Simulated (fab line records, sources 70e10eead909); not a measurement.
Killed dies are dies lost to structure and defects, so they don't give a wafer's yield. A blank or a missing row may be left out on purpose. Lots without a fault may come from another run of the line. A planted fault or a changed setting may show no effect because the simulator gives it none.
Chamber matching | flow nand_harc | NHARC_P_M2_ETCH_35 on rie_diel-01: 4 sister chambers
The step etches the open film in N2/H2, target depth 40 nm, overetch 12 nm, time 43.94 s. 4 wafers are shown with their chamber, then 12 later ones without.

WAFERS WITH THEIR CHAMBER
wafer  | chamber | drypump_motor_current_A (A)
L086.5 | 1       | 6.2
L092.1 | 2       | 6.1
L092.3 | 3       | 5.6
L092.5 | 0       | 5.3

WAFERS WITHOUT THEIR CHAMBER
wafer  | drypump_motor_current_A (A)
L093.2 | 5.3
L093.3 | 5.3
L093.6 | 5.6
L095.1 | 5.6
L095.4 | 6.3
L095.5 | 6.1
L097.1 | 5.3
L097.2 | 5.6
L097.3 | 6.1
L096.2 | 5.6
L096.4 | 5.3
L096.5 | 6.2

WHICH CHAMBER EACH WENT THROUGH
wafer  | from the rows above | in truth
L093.2 | 0                   | 0
L093.3 | 0                   | 0
L093.6 | 3                   | 3
L095.1 | 3                   | 3
L095.4 | 1                   | 1
L095.5 | 2                   | 2
L097.1 | 0                   | 0
L097.2 | 3                   | 3
L097.3 | 2                   | 2
L096.2 | 3                   | 3
L096.4 | 0                   | 0
L096.5 | 1                   | 1
Placed correctly: 12 of 12. Can't be placed from these rows: 0. Placed wrongly: 0.
How it was worked out, from the rows above alone: a wafer's distance from a chamber is the root of the sum, over the readings, of the square of ((its reading less the chamber's mean) divided by the reading's scatter). The wafer belongs to the nearest chamber; if the next one is less than 2 further off, it can't be placed. A chamber's mean is the mean of its shown wafers. The scatter: with one shown wafer a chamber, the root of the mean of the squares of how far each hidden wafer lies from its nearest shown one.
